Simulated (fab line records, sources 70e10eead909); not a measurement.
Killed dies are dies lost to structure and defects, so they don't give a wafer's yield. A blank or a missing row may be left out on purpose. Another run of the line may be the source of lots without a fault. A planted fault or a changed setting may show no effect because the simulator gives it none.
Chamber matching | flow nandHarc | rieDiel-01 running NHARC_A_STAIRCASE_ETCH_313: 4 sister chambers
The step etches the open film in CF4/CHF3. 4 wafers are shown with their chamber, then 8 later ones without.

== EACH WAFER AND ITS CHAMBER ==
wafer  | chamber | showerheadPlenumPTorr (Torr)
L419.2 | 0       | 1.52
L418.5 | 2       | 1.57
L421.3 | 1       | 1.59
L426.1 | 3       | 1.49

== WAFERS WITHOUT THEIR CHAMBER ==
wafer  | showerheadPlenumPTorr (Torr)
L426.3 | 1.56
L426.4 | 1.51
L432.2 | 1.55
L432.4 | 1.48
L432.6 | 1.58
L431.2 | 1.55
L431.4 | 1.48
L431.5 | 1.48

== THE CHAMBER EACH PASSED THROUGH ==
wafer  | from the rows above          | in truth
L426.3 | can't be placed: 2 or 1      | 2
L426.4 | can't be placed: 0 or 3      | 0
L432.2 | can't be placed: 2 or 0 or 1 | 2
L432.4 | 3                            | 3
L432.6 | can't be placed: 1 or 2      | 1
L431.2 | can't be placed: 2 or 0 or 1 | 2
L431.4 | 3                            | 3
L431.5 | 3                            | 3
Correct placement for 3 of the 8. Unplaceable from these rows: 5, with the true chamber sitting among the candidates in 5. Number placed wrongly: 0.
How it was worked out, from the rows above alone: a wafer's distance from a chamber is the root of the sum, over the readings, of the square of ((its reading less the chamber's mean) divided by the reading's scatter). The wafer belongs to the nearest chamber; if the next one is less than 2 further off, it can't be placed. A chamber's mean is the mean of its shown wafers. The scatter: with one shown wafer a chamber, the root of the mean of the squares of how far each hidden wafer lies from its nearest shown one.
